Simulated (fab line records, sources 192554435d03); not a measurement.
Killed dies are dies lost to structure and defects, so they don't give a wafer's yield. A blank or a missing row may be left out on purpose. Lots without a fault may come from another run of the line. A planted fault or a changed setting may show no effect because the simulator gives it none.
Chamber matching | flow n5_finfet | N5_HKMG_FIN_ETCH_31 on rie_diel-02: 4 sister chambers
The step etches SiARC in CF4, target depth 45.5 nm, time 75.8 s. 22 wafers are shown with their chamber, then 11 later ones without.

WAFERS WITH THEIR CHAMBER
wafer  | chamber | drypump_motor_current_A (A) | showerhead_plenum_p_Torr (Torr) | throttle_valve_pct (%)
L075.1 | 3       | 5.9                         | 2.25                            | 15.23
L075.3 | 1       | 6.2                         | 2.07                            | 15.63
L075.5 | 2       | 5.7                         | 2.11                            | 15.59
L078.3 | 2       | 5.7                         | 2.11                            | 15.62
L078.5 | 0       | 5.2                         | 2.14                            | 15.72
L078.6 | 3       | 5.9                         | 2.25                            | 15.26
L079.2 | 1       | 6.1                         | 2.07                            | 15.65
L079.3 | 0       | 5.2                         | 2.14                            | 15.73
L079.6 | 2       | 5.7                         | 2.11                            | 15.64
L081.1 | 1       | 6.2                         | 2.07                            | 15.68
L081.3 | 0       | 5.2                         | 2.14                            | 15.73
L081.6 | 1       | 6.2                         | 2.07                            | 15.67
L083.3 | 1       | 6.1                         | 2.07                            | 15.70
L083.4 | 2       | 5.7                         | 2.10                            | 15.64
L083.6 | 1       | 6.1                         | 2.07                            | 15.69
L087.1 | 2       | 5.7                         | 2.10                            | 15.67
L087.4 | 3       | 5.9                         | 2.24                            | 15.30
L087.5 | 3       | 5.9                         | 2.24                            | 15.29
L093.2 | 1       | 6.1                         | 2.06                            | 15.72
L093.4 | 3       | 5.9                         | 2.23                            | 15.33
L093.5 | 1       | 6.1                         | 2.06                            | 15.72
L092.1 | 1       | 6.1                         | 2.06                            | 15.75

SIGNATURES (means of the wafers above)
reading                  | chamber 0 | chamber 1 | chamber 2 | chamber 3 | scatter within a chamber
drypump_motor_current_A  | 5.200     | 6.133     | 5.700     | 5.900     | 0.0333
showerhead_plenum_p_Torr | 2.1400    | 2.0667    | 2.1060    | 2.2420    | 0.00577
throttle_valve_pct       | 15.7267   | 15.6900   | 15.6320   | 15.2820   | 0.0339
Rule: a wafer's distance from a chamber is the root of the sum, over the readings, of the square of ((its reading less the chamber's mean) divided by the reading's scatter). The wafer belongs to the nearest chamber; if the next one is less than 2 further off, it can't be placed. The scatter: the root of (the sum of the squares of (reading less its chamber's mean) over the shown wafers, divided by (wafers less chambers)).

WAFERS WITHOUT THEIR CHAMBER
wafer  | drypump_motor_current_A (A) | showerhead_plenum_p_Torr (Torr) | throttle_valve_pct (%)
L092.2 | 5.9                         | 2.23                            | 15.33
L092.5 | 6.2                         | 2.06                            | 15.72
L094.3 | 6.1                         | 2.06                            | 15.72
L094.4 | 5.2                         | 2.13                            | 15.78
L094.5 | 5.2                         | 2.13                            | 15.78
L096.1 | 5.9                         | 2.23                            | 15.34
L096.2 | 5.2                         | 2.13                            | 15.78
L096.3 | 5.7                         | 2.09                            | 15.69
L096.4 | 6.2                         | 2.06                            | 15.76
L096.5 | 6.2                         | 2.06                            | 15.74
L096.6 | 5.2                         | 2.13                            | 15.79

WHICH CHAMBER EACH WENT THROUGH
wafer  | from the rows above | in truth
L092.2 | 3                   | 3
L092.5 | 1                   | 1
L094.3 | 1                   | 1
L094.4 | 0                   | 0
L094.5 | 0                   | 0
L096.1 | 3                   | 3
L096.2 | 0                   | 0
L096.3 | 2                   | 2
L096.4 | 1                   | 1
L096.5 | 1                   | 1
L096.6 | 0                   | 0
Placed correctly: 11 of 11. Can't be placed from these rows: 0. Placed wrongly: 0.
